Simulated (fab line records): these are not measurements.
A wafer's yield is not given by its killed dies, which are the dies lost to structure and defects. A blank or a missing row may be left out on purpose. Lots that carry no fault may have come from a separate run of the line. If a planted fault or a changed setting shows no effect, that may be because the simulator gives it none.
Matching of chambers | flow nand-harc | NHARC_A_BLC_CMP_25 on cmp-03 has 4 sister chambers
The step polishes, t overpolish 30 s, target thk 150 nm. 4 wafers are shown with their chamber, then 7 later ones without.

== EACH WAFER AND ITS CHAMBER ==
wafer  | chamber | motor-current-A (A)
L081.3 | 3       | 11.2
L089.5 | 2       | 10.7
L092.1 | 1       | 13.6
L092.3 | 0       | 10.8

== WAFERS WITHOUT THEIR CHAMBER ==
wafer  | motor-current-A (A)
L092.5 | 10.8
L093.2 | 10.2
L093.3 | 13.3
L093.6 | 11.3
L095.1 | 11.5
L095.4 | 13.8
L095.5 | 11.3

== CHAMBER TAKEN BY EACH ==
wafer  | from the rows above          | in truth
L092.5 | can't be placed: 0 or 2 or 3 | 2
L093.2 | can't be placed: 2 or 0 or 3 | 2
L093.3 | 1                            | 1
L093.6 | can't be placed: 3 or 0 or 2 | 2
L095.1 | can't be placed: 3 or 0 or 2 | 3
L095.4 | 1                            | 1
L095.5 | can't be placed: 3 or 0 or 2 | 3
Correct placement for 2 of the 7. Unplaceable from these rows: 5, with the true chamber sitting among the candidates in 5. Number placed wrongly: 0.
How it was worked out, from the rows above alone: a wafer's distance from a chamber is the root of the sum, over the readings, of the square of ((its reading less the chamber's mean) divided by the reading's scatter). The wafer belongs to the nearest chamber; if the next one is less than 2 further off, it can't be placed. A chamber's mean is the mean of its shown wafers. The scatter (one wafer shown for each chamber): square how far every hidden wafer sits from the nearest shown wafer, average those squares and take the square root.
